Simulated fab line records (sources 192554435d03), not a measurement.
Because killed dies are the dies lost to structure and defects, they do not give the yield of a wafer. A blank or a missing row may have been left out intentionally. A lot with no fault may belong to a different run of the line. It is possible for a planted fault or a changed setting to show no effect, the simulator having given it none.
fab line records -- flow n5Finfet
record lots=12, wafers=32, lastDay=17
route steps=1938 shown DUMMY_GATE@236 SPACER0@259 SD_EPI_N@271 PASSIVATION@1936
lots with no fault: from the same line, run without faults
startH: the number of hours between the record's first day and the start of the first shown wafer of the lot -- waitH: hours from the lot's prior step to this one -- " the same as in the row above -- L1.1+2: several wafers, shown together as one row -- - either no value or no given start -- * or withheld: withheld -- < > ~ a bound
route shown NAME@n: NAME is a module with steps in the file, n the number in the route of the first one -- usual: mean/standard deviation of fault-free wafers -- same: alike in all rows -- chamber/n: place in a boat -- sites: the reading at each site -- _std_site: the standard deviation of these -- _edge_site: mean of outer sites minus mean of inner sites -- radiusMm: for every site, how far away it sits from the centre of the wafer -- mask NAME#n: copy n -- behind: tool/chamber where the wafer was last shaped -- hold: why the lot was held/for how many hours/how that ended -- device: names the non-switching transistor (n, p or np) -- end of line: the route-end tests of the same wafers -- where a step has no rows: the recipe by itself -- killed: dies lost to structure and defects at the first sort, not the wafer's yield -- map: a wafer's dies, marking killed ones x, the rest . and places with no die _
set.NAME: setting as actually run; set.NAME@STEP: the setting as run at that earlier step -- model.NAME: the simulator's own value behind a step, which no gauge read
the route's steps for a sample of lots (tables are steps, rows are wafers)
services: from which hour (startH, from the record's first day; less than 0 if before it) a tool's chamber was out of use, for how many hours, and why
## steps
# step N5_DUMMY_GATE_ETCH_36
# recipe chemistry=CF4, target=SiARC, targetDepthA=130, pressureMtorr=40, sourceW=545, biasW=36, Ar_flow_sccm=100, cf4FlowSccm=100, ionEnergyEv=80
# usual drypumpMotorCurrentA=5.76/0.25, mfcArSccm=100.0/0.32, oesProductAu=0.79/0.091, rfVppV=184.2/1.1, showerheadPlenumPTorr=2.15/0.064, throttleValvePct=15.67/0.21
lot.wafer,tool,chamber,startH,waitH,drypumpMotorCurrentA,mfcArSccm,oesProductAu,rfHoursCounterH,rfVppV,showerheadPlenumPTorr,throttleValvePct
L426.2,rieDiel-06,0,52.59,0.0,5.82,99.6,0.77,113,184.4,2.16,15.79
L426.3,rieDiel-06,1,52.59,0.0,5.93,99.7,0.77,131,185.0,2.24,15.68
L426.6,rieDiel-06,2,52.59,0.0,5.50,99.9,0.72,-,184.4,2.13,15.50
L427.2,rieDiel-05,2,60.17,0.0,5.57,100.6,0.95,21,183.7,2.18,15.37
L427.5,rieDiel-05,2,60.17,0.0,5.59,100.1,0.94,-,185.8,2.18,15.39
L427.6,rieDiel-05,3,60.17,0.0,6.13,99.9,0.67,-,183.2,2.03,16.03
L428.1,rieDiel-05,2,66.30,0.0,5.57,99.9,0.94,24,186.0,2.18,15.37
L428.2,rieDiel-05,3,66.30,0.0,6.11,100.1,0.67,233,182.2,2.03,16.05
L428.5,rieDiel-05,3,66.30,0.0,6.09,99.8,0.67,-,181.4,2.03,16.05
L429.2,rieDiel-05,2,68.81,0.0,5.57,99.9,0.93,25,185.2,2.18,15.36
L429.4,rieDiel-05,3,68.81,0.0,6.11,99.5,0.66,234,182.2,2.03,16.07
L429.6,rieDiel-05,1,68.81,0.0,5.74,100.1,0.76,-,183.1,2.15,15.30
L430.1,rieDiel-06,1,75.41,0.0,5.91,99.7,0.76,139,184.7,2.24,15.71
L430.2,rieDiel-06,0,75.41,0.0,5.83,100.6,0.76,120,182.9,2.16,15.82
L430.4,rieDiel-06,3,75.41,0.0,5.80,100.3,0.97,6,183.2,2.19,15.62
L433.2,rieDiel-05,2,96.21,0.0,5.60,99.8,0.93,33,184.3,2.18,15.40
L433.3,rieDiel-05,1,96.21,0.0,5.77,99.5,0.76,134,184.4,2.14,15.32
L433.6,rieDiel-05,0,96.21,0.0,5.82,100.2,0.81,-,183.2,2.08,15.88
L434.3,rieDiel-05,2,102.98,0.0,5.57,99.9,0.92,34,183.3,2.18,15.40
L434.4,rieDiel-05,1,102.98,0.0,5.75,100.3,0.75,136,184.7,2.14,15.32
L434.5,rieDiel-05,1,102.98,0.0,5.75,99.9,0.75,-,184.0,2.14,15.34
L437.2,rieDiel-06,1,118.10,0.0,5.90,99.2,0.75,152,183.5,2.23,15.71
L437.3,rieDiel-06,3,118.10,0.0,5.78,100.0,0.94,20,185.1,2.18,15.65
L436.1,rieDiel-06,2,119.71,0.0,5.54,100.4,0.69,191,185.6,2.13,15.54
L436.4,rieDiel-06,0,119.71,0.0,5.83,100.7,0.75,133,185.0,2.16,15.86
L436.5,rieDiel-06,1,119.71,0.0,5.89,100.4,0.75,-,184.8,2.23,15.72
L445.4,rieDiel-03,2,165.44,0.0,5.50,99.8,0.96,1,185.6,2.28,15.41
L445.6,rieDiel-03,0,165.44,0.0,5.37,100.1,0.72,-,184.2,2.13,15.76
L446.2,rieDiel-05,0,170.95,0.0,5.82,100.7,0.79,142,183.7,2.07,15.90
L446.5,rieDiel-05,3,170.95,0.0,6.13,99.9,0.91,-,184.9,2.27,15.59
L447.2,rieDiel-03,2,178.43,0.0,5.52,99.8,0.93,6,187.4,2.28,15.42
L447.6,rieDiel-03,2,178.43,0.0,5.52,100.3,0.93,-,186.2,2.28,15.43
# step N5_DUMMY_GATE_ETCH_44
# recipe chemistry=HBr/O2, overEtchFrac=0.7, targetDepthA=1275, stopOn=SiO2, ionEnergyEv=60, biasW=20, target=poly-Si, maskMaterial=SiO2, pressureMtorr=20, icpW=400, HBr_flow_sccm=120, O2_flow_sccm=10
# usual drypumpMotorCurrentA=5.7/0.46, oesProductAu=0.737/0.012, throttleValvePct=18.54/0.22
lot.wafer,tool,chamber,startH,waitH,drypumpMotorCurrentA,oesProductAu,rfHoursCounterH,throttleValvePct
L426.2,rieSi-04,1,53.25,0.0,5.8,0.734,48,18.73
L426.3,rieSi-04,2,53.25,0.0,5.4,0.735,135,18.55
L426.6,rieSi-04,1,53.25,0.0,5.8,0.738,-,18.73
L427.2,rieSi-06,2,60.91,0.0,5.0,0.736,19,18.74
L427.5,rieSi-06,2,60.91,0.0,5.0,0.755,-,18.74
L427.6,rieSi-06,3,60.91,0.0,5.5,0.752,-,18.36
L428.1,rieSi-01,3,66.95,0.0,5.5,0.716,114,18.50
L428.2,rieSi-01,1,66.95,0.0,5.2,0.725,85,18.39
L428.5,rieSi-01,0,66.95,0.0,6.0,0.736,-,18.17
L429.2,rieSi-06,0,69.60,0.0,6.7,0.765,168,18.68
L429.4,rieSi-06,2,69.60,0.0,5.0,0.748,20,18.75
L429.6,rieSi-06,2,69.60,0.0,5.0,0.741,-,18.74
L430.1,rieSi-06,3,76.44,0.0,5.5,0.742,66,18.34
L430.2,rieSi-06,1,76.44,0.0,6.7,0.742,106,18.37
L430.4,rieSi-06,2,76.44,0.0,5.0,0.742,-,18.75
L433.2,rieSi-01,1,97.14,0.0,5.2,0.724,85,18.40
L433.3,rieSi-01,3,97.14,0.0,5.5,0.703,114,18.50
L433.6,rieSi-01,0,97.14,0.0,6.0,0.730,-,18.16
L434.3,rieSi-04,2,103.63,0.0,5.4,0.732,136,18.56
L434.4,rieSi-04,3,103.63,0.0,5.7,0.743,118,18.95
L434.5,rieSi-04,3,103.63,0.0,5.7,0.728,-,18.94
L437.2,rieSi-01,0,118.76,0.0,6.0,0.741,129,18.16
L437.3,rieSi-01,3,118.76,0.0,5.5,0.716,115,18.51
L436.1,rieSi-06,0,120.37,0.0,6.7,0.760,169,18.71
L436.4,rieSi-06,3,120.37,0.0,5.5,0.737,67,18.36
L436.5,rieSi-06,3,120.37,0.0,5.5,0.737,-,18.35
L445.4,rieSi-01,1,166.09,0.0,5.2,0.726,87,18.38
L445.6,rieSi-01,1,166.09,0.0,5.1,0.716,-,18.42
L446.2,rieSi-04,0,171.77,0.0,6.0,0.752,182,18.45
L446.5,rieSi-04,0,171.77,0.0,6.0,0.740,-,18.46
L447.2,rieSi-06,0,179.36,0.0,6.7,0.766,170,18.70
L447.6,rieSi-06,1,179.36,0.0,6.7,0.733,-,18.36
# step N5_SPACER0_ALD_00
# recipe material=SiOCN, targetThkA=35, tempC=400, aldPrecursorFamily=alkyl-aminosilane, aldCoReactant=O2/N2-plasma, pulseTimeS=3, purgeTimeS=2, coReactantPurgeTimeS=2, aldCycles=58, pressureTorr=2
# usual aldCycles=58/0, heaterPowerOuterW=492/53, heaterPowerW=809/82, precursorPulseHeightRel=1.000/0.02
lot.wafer,tool,chamber,startH,waitH,aldCycles,heaterPowerOuterW,heaterPowerW,precursorPulseHeightRel
L426.2,aldSin-03,0,54.09,0.1,58,484,742,1.000
L426.3,aldSin-03,1,54.09,0.1,58,536,872,0.988
L426.6,aldSin-03,2,54.09,0.1,58,515,847,1.030
L427.2,aldSin-03,1,61.50,0.1,58,532,860,0.997
L427.5,aldSin-03,2,61.50,0.1,58,499,838,1.018
L427.6,aldSin-03,3,61.50,0.1,58,492,764,1.006
L428.1,aldSin-02,2,67.73,0.1,58,444,743,0.971
L428.2,aldSin-02,1,67.73,0.1,58,438,692,0.985
L428.5,aldSin-02,0,67.73,0.1,58,607,947,1.005
L429.2,aldSin-04,3,70.27,0.1,58,439,729,0.990
L429.4,aldSin-04,2,70.27,0.1,58,439,820,0.968
L429.6,aldSin-04,1,70.27,0.1,58,495,827,0.979
L430.1,aldSin-02,3,77.03,0.1,58,441,749,0.940
L430.2,aldSin-02,1,77.03,0.1,58,439,706,1.009
L430.4,aldSin-02,3,77.03,0.1,58,425,751,1.007
L433.2,aldSin-04,2,99.72,0.1,58,463,826,0.952
L433.3,aldSin-04,1,99.72,0.1,58,499,793,1.037
L433.6,aldSin-04,1,99.72,0.1,58,481,817,0.989
L434.3,aldSin-02,2,104.95,0.1,58,454,742,1.004
L434.4,aldSin-02,1,104.95,0.1,58,446,719,1.016
L434.5,aldSin-02,3,104.95,0.1,58,443,733,1.007
L437.2,aldSin-04,1,119.34,0.1,58,487,793,0.993
L437.3,aldSin-04,0,119.34,0.1,58,545,914,0.975
L436.1,aldSin-02,0,121.04,0.1,58,604,982,0.994
L436.4,aldSin-02,3,121.04,0.1,58,448,745,1.008
L436.5,aldSin-02,3,121.04,0.1,58,433,751,0.976
L445.4,aldSin-02,2,167.19,0.1,58,450,744,0.998
L445.6,aldSin-02,0,167.19,0.1,95,599,985,1.010
L446.2,aldSin-02,1,172.35,0.1,95,446,697,0.981
L446.5,aldSin-02,1,172.35,0.1,58,423,712,1.000
L447.2,aldSin-02,2,182.61,0.1,95,448,736,0.962
L447.6,aldSin-02,2,182.61,0.1,95,451,734,0.983
# step N5_SD_EPI_N_OVL_MEAS_10
# recipe pointsPerWafer=44
# usual SD_N_BLK_OVL=-0.5/0.68
lot.wafer,tool,chamber,startH,waitH,SD_N_BLK_OVL[nm]
L426.2,overlay-02,0,54.81,0.0,0.9
L426.3,overlay-02,0,54.81,0.0,-0.7
L426.6,overlay-02,0,54.81,0.0,0.6
L427.2,overlay-02,0,62.22,0.0,0.7
L427.5,overlay-02,0,62.22,0.0,-0.5
L427.6,overlay-02,0,62.22,0.0,-0.5
L428.1,overlay-01,0,68.44,0.0,-0.6
L428.2,overlay-01,0,68.44,0.0,0.4
L428.5,overlay-01,0,68.44,0.0,-0.3
L429.2,overlay-02,0,70.99,0.0,-0.5
L429.4,overlay-02,0,70.99,0.0,-1.0
L429.6,overlay-02,0,70.99,0.0,-0.7
L430.1,overlay-01,0,77.87,0.0,-0.8
L430.2,overlay-01,0,77.87,0.0,-0.4
L430.4,overlay-01,0,77.87,0.0,-0.4
L433.2,overlay-02,0,100.57,0.0,0.5
L433.3,overlay-02,0,100.57,0.0,-1.0
L433.6,overlay-02,0,100.57,0.0,0.6
L434.3,overlay-01,0,105.67,0.0,-0.4
L434.4,overlay-01,0,105.67,0.0,-1.9
L434.5,overlay-01,0,105.67,0.0,-0.5
L437.2,overlay-01,0,120.18,0.0,0.3
L437.3,overlay-01,0,120.18,0.0,-0.6
L436.1,overlay-02,0,121.88,0.0,0.1
L436.4,overlay-02,0,121.88,0.0,-0.8
L436.5,overlay-02,0,121.88,0.0,0.1
L445.4,overlay-01,0,167.91,0.0,-1.2
L445.6,overlay-01,0,167.91,0.0,-1.8
L446.2,overlay-01,0,173.07,0.0,-0.9
L446.5,overlay-01,0,173.07,0.0,-0.1
L447.2,overlay-01,0,183.33,0.0,-2.5
L447.6,overlay-01,0,183.33,0.0,-1.3
# step N5_PASSIVATION_PROBE_49
# usual killed_at_M0_to_M3=33/9.1, killed_at_M4_up=14/5.6, killedAtContacts=13/5.7, killedAtFrontEnd=42/12, killedAtOther=4/3, killedDies=105/16, killedOpen=69/11, killedShort=34/7.5
# same grossDies=1180, killedAtBackSide=0
lot.wafer,tool,chamber,startH,waitH,killed_at_M0_to_M3,killed_at_M4_up,killedAtContacts,killedAtFrontEnd,killedAtOther,killedDies,killedOpen,killedShort
L428.1,prober-01,-,274.06,0.0,60,13,15,51,0,139,90,48
L428.2,prober-01,-,274.11,0.1,50,12,5,40,1,108,67,40
L428.5,prober-01,-,274.26,0.2,46,10,16,39,4,115,71,39
L427.2,prober-02,-,281.85,0.1,31,15,31,26,5,108,73,33
L427.5,prober-02,-,282.00,0.2,26,21,11,24,5,87,59,23
L427.6,prober-02,-,282.05,0.3,25,24,11,29,5,94,64,30
L429.2,prober-01,-,283.81,0.1,18,13,19,51,2,103,61,42
L429.4,prober-01,-,283.91,0.2,31,13,14,33,7,98,54,40
L429.6,prober-01,-,284.01,0.3,35,10,15,34,1,95,61,32
L430.1,prober-01,-,296.94,0.0,31,14,31,33,9,118,75,43
L430.2,prober-01,-,296.99,0.1,34,19,13,31,4,101,66,34
L430.4,prober-01,-,297.09,0.2,53,12,9,31,7,112,69,42
L437.2,prober-02,-,326.55,0.1,32,20,10,37,3,102,72,28
L437.3,prober-02,-,326.60,0.1,14,21,16,31,6,88,63,24
L436.1,prober-01,-,340.73,0.0,24,21,9,53,2,109,80,28
L436.4,prober-01,-,340.88,0.2,17,12,16,44,1,90,65,22
L436.5,prober-01,-,340.93,0.2,26,12,10,54,4,106,72,32
L447.2,prober-02,-,411.63,0.1,42,24,15,45,4,130,97,33
L447.6,prober-02,-,411.83,0.3,18,12,18,65,9,122,76,44
# killed by level:class
L428.1 FIN_SAQP:geometricParticle:short=16 BEOL_M3:geometricParticle:open=15 BEOL_M1:geometricParticle:open=13 BEOL_M0_SAQP:geometricParticle:open=11 FIN_SAQP:geometricParticle:open=10 MOL_CONTACT_COAG:geometricParticle:open=9 BEOL_M2:geometricParticle:open=7 MOL_CONTACT_COAG:geometricParticle:short=5
L428.2 BEOL_M1:geometricParticle:open=17 FIN_SAQP:geometricParticle:short=12 BEOL_M3:geometricParticle:open=8 BEOL_M4:geometricParticle:open=8 FIN_SAQP:geometricParticle:open=6 GATE_CUT:geometricParticle:short=6 MOL_CONTACT_COAG:geometricParticle:open=5 BEOL_M1:geometricParticle:short=5
L428.5 BEOL_M1:geometricParticle:open=14 STI_FIN_REVEAL:geometricParticle:open=11 MOL_CONTACT_COAG:geometricParticle:open=11 BEOL_M0_SAQP:geometricParticle:short=8 BEOL_M0_SAQP:geometricParticle:open=6 BEOL_M1:geometricParticle:short=6 BEOL_M4:geometricParticle:open=5 GATE_CUT:geometricParticle:short=5
L427.2 MOL_CONTACT_COAG:geometricParticle:open=23 BEOL_M3:geometricParticle:open=8 MOL_CONTACT_COAG:geometricParticle:short=7 BEOL_M2:geometricParticle:open=6 BEOL_M5:geometricParticle:open=6 GATE_CUT:geometricParticle:short=5 BEOL_M0_SAQP:geometricParticle:open=5 BEOL_M4:geometricParticle:open=4
L427.5 BEOL_M4:geometricParticle:open=11 MOL_CONTACT_COAG:geometricParticle:open=10 BEOL_M3:geometricParticle:open=10 FIN_SAQP:geometricParticle:short=5 FIN_SAQP:geometricParticle:open=4 GATE_CUT:geometricParticle:short=4 BEOL_M1:geometricParticle:open=4 BEOL_M3:geometricParticle:short=3
L427.6 BEOL_M3:geometricParticle:open=14 MOL_CONTACT_COAG:geometricParticle:open=10 FIN_SAQP:geometricParticle:short=5 GATE_CUT:geometricParticle:short=5 BEOL_M2:geometricParticle:open=5 BEOL_M4:geometricParticle:short=5 STARTING-WAFER:geometricParticle:open=5 FIN_SAQP:geometricParticle:open=4
L429.2 MOL_CONTACT_COAG:geometricParticle:open=15 FIN_SAQP:geometricParticle:short=12 BEOL_M0_SAQP:geometricParticle:short=9 DUMMY_GATE:geometricParticle:open=8 FIN_SAQP:geometricParticle:open=6 GATE_CUT:geometricParticle:short=6 ILD0:geometricParticle:open=5 MOL_CONTACT_COAG:geometricParticle:short=4
L429.4 FIN_SAQP:geometricParticle:short=12 BEOL_M0_SAQP:geometricParticle:short=11 MOL_CONTACT_COAG:geometricParticle:open=11 FIN_SAQP:geometricParticle:open=8 BEOL_M1:geometricParticle:open=7 BEOL_M0_SAQP:geometricParticle:open=6 GATE_CUT:geometricParticle:open=3 MOL_CONTACT_COAG:geometricParticle:short=3
L429.6 GATE_CUT:geometricParticle:open=8 MOL_CONTACT_COAG:geometricParticle:open=8 BEOL_M0_SAQP:geometricParticle:short=8 FIN_SAQP:geometricParticle:open=7 BEOL_M2:geometricParticle:open=7 BEOL_M3:geometricParticle:open=7 GATE_CUT:geometricParticle:short=6 MOL_CONTACT_COAG:geometricParticle:short=6
L430.1 MOL_CONTACT_COAG:geometricParticle:open=27 BEOL_M0_SAQP:geometricParticle:short=13 BEOL_M4:geometricParticle:open=6 DUMMY_GATE:geometricParticle:open=5 BEOL_M2:geometricParticle:open=5 FIN_SAQP:geometricParticle:short=4 GATE_CUT:geometricParticle:open=4 MOL_CONTACT_COAG:geometricParticle:short=4
L430.2 BEOL_M4:geometricParticle:open=10 MOL_CONTACT_COAG:geometricParticle:open=9 BEOL_M3:geometricParticle:open=8 BEOL_M0_SAQP:geometricParticle:open=7 BEOL_M0_SAQP:geometricParticle:short=6 DUMMY_GATE:geometricParticle:open=5 MOL_CONTACT_COAG:geometricParticle:short=4 BEOL_M2:geometricParticle:open=4
L430.4 BEOL_M0_SAQP:geometricParticle:short=12 BEOL_M1:geometricParticle:open=10 BEOL_M2:geometricParticle:open=8 BEOL_M3:geometricParticle:open=8 FIN_SAQP:geometricParticle:short=7 MOL_CONTACT_COAG:geometricParticle:open=7 BEOL_M0_SAQP:geometricParticle:open=7 GATE_CUT:geometricParticle:short=6
L437.2 FIN_SAQP:geometricParticle:open=15 BEOL_M4:geometricParticle:open=8 BEOL_M0_SAQP:geometricParticle:short=7 BEOL_M1:geometricParticle:open=7 BEOL_M3:geometricParticle:open=7 DUMMY_GATE:geometricParticle:open=6 MOL_CONTACT_COAG:geometricParticle:open=6 BEOL_M0_SAQP:geometricParticle:open=6
L437.3 MOL_CONTACT_COAG:geometricParticle:open=13 FIN_SAQP:geometricParticle:open=8 BEOL_M4:geometricParticle:open=8 DUMMY_GATE:geometricParticle:open=7 BEOL_M0_SAQP:geometricParticle:open=5 STI_FIN_REVEAL:geometricParticle:open=4 BEOL_M2:geometricParticle:open=4 FIN_SAQP:geometricParticle:short=3
L436.1 FIN_SAQP:geometricParticle:open=15 BEOL_M4:geometricParticle:open=11 BEOL_M3:geometricParticle:open=10 STI_FIN_REVEAL:geometricParticle:open=9 GATE_CUT:geometricParticle:open=7 MOL_CONTACT_COAG:geometricParticle:open=7 FIN_SAQP:geometricParticle:short=5 DUMMY_GATE:geometricParticle:open=5
L436.4 MOL_CONTACT_COAG:geometricParticle:open=13 FIN_SAQP:geometricParticle:open=12 STI_FIN_REVEAL:geometricParticle:open=12 BEOL_M3:geometricParticle:open=5 FIN_SAQP:geometricParticle:short=4 BEOL_M1:geometricParticle:open=4 BEOL_M1:geometricParticle:short=4 STI_FIN_REVEAL:geometricParticle:short=3
L436.5 STI_FIN_REVEAL:geometricParticle:open=15 FIN_SAQP:geometricParticle:short=9 MOL_CONTACT_COAG:geometricParticle:open=9 BEOL_M3:geometricParticle:open=8 FIN_SAQP:geometricParticle:open=7 STI_FIN_REVEAL:geometricParticle:short=6 BEOL_M1:geometricParticle:open=6 BEOL_M4:geometricParticle:open=5
L447.2 STI_FIN_REVEAL:geometricParticle:open=22 BEOL_M0_SAQP:geometricParticle:open=17 BEOL_M4:geometricParticle:open=13 MOL_CONTACT_COAG:geometricParticle:open=10 BEOL_M3:geometricParticle:open=8 BEOL_M0_SAQP:geometricParticle:short=6 MOL_CONTACT_COAG:geometricParticle:short=5 FIN_SAQP:geometricParticle:open=4
L447.6 STI_FIN_REVEAL:geometricParticle:open=17 MOL_CONTACT_COAG:geometricParticle:open=15 FIN_SAQP:geometricParticle:open=11 FIN_SAQP:geometricParticle:short=9 STI_FIN_REVEAL:geometricParticle:short=9 BEOL_M3:geometricParticle:open=6 STARTING-WAFER:geometricParticle:short=4 BEOL_M1:geometricParticle:open=4
## services
tool,chamber,startH,hours,kind
rieDiel-03,-,29.07,2.4,repair
rieDiel-03,2,33.91,5.2,repair
aldSin-03,-,37.49,6.0,pm
aldSin-02,2,37.51,3.5,repair
rieSi-01,3,40.56,10.5,repair
aldSin-04,-,48.41,6.0,pm
rieSi-04,2,53.29,3.8,repair
rieDiel-05,1,55.98,6.4,repair
rieDiel-05,0,58.55,9.7,repair
aldSin-02,-,70.28,0.8,pm
aldSin-03,1,71.10,10.7,repair
rieSi-06,0,74.31,2.6,repair
rieDiel-03,-,76.83,0.6,repair
rieSi-01,2,76.92,11.9,repair
rieDiel-06,2,78.81,9.3,repair
aldSin-03,-,86.05,14.0,pm
rieSi-04,1,93.20,8.0,repair
aldSin-02,1,93.30,6.1,repair
rieDiel-06,1,113.13,2.7,repair
aldSin-03,0,143.95,2.6,repair
rieDiel-05,2,147.57,7.4,repair
aldSin-04,-,176.75,14.0,pm
rieSi-04,-,179.37,2.8,pm
aldSin-02,0,181.20,4.4,repair
## key
firstSign step=N5_SPACER0_ALD_00, reading=aldCycles, direction=up, sigmas=99+, usual=*, struck=*
effect none on later readings
metAt N5_SPACER0_ALD_00
struckLots L445,L446,L447
struckWafers L445.6,L446.2,L447.2,L447.6
testerLeftOut L445,L446,L447
notActingAt N5_DUMMY_GATE_ETCH_36,N5_DUMMY_GATE_ETCH_44,N5_SD_EPI_N_OVL_MEAS_10
onsetBetween 121.04 167.19
fault kind=processParameterDrift, tool=aldSin-02, chamber=-, onsetH=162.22, steps=N5_SPACER0_ALD_00, channel=aldCycles, offset=*, shape=step, endH=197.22, scope=struckWafersOnly, actsIn=*, stated=*
# testerLeftOut: of these lots the tester's yield and bins aren't shown, on N5 and GAA mostly nor the transistor test; their killed dies are dies lost to structure and defects alone, not to doping, threshold or leakage, so they don't give the yield
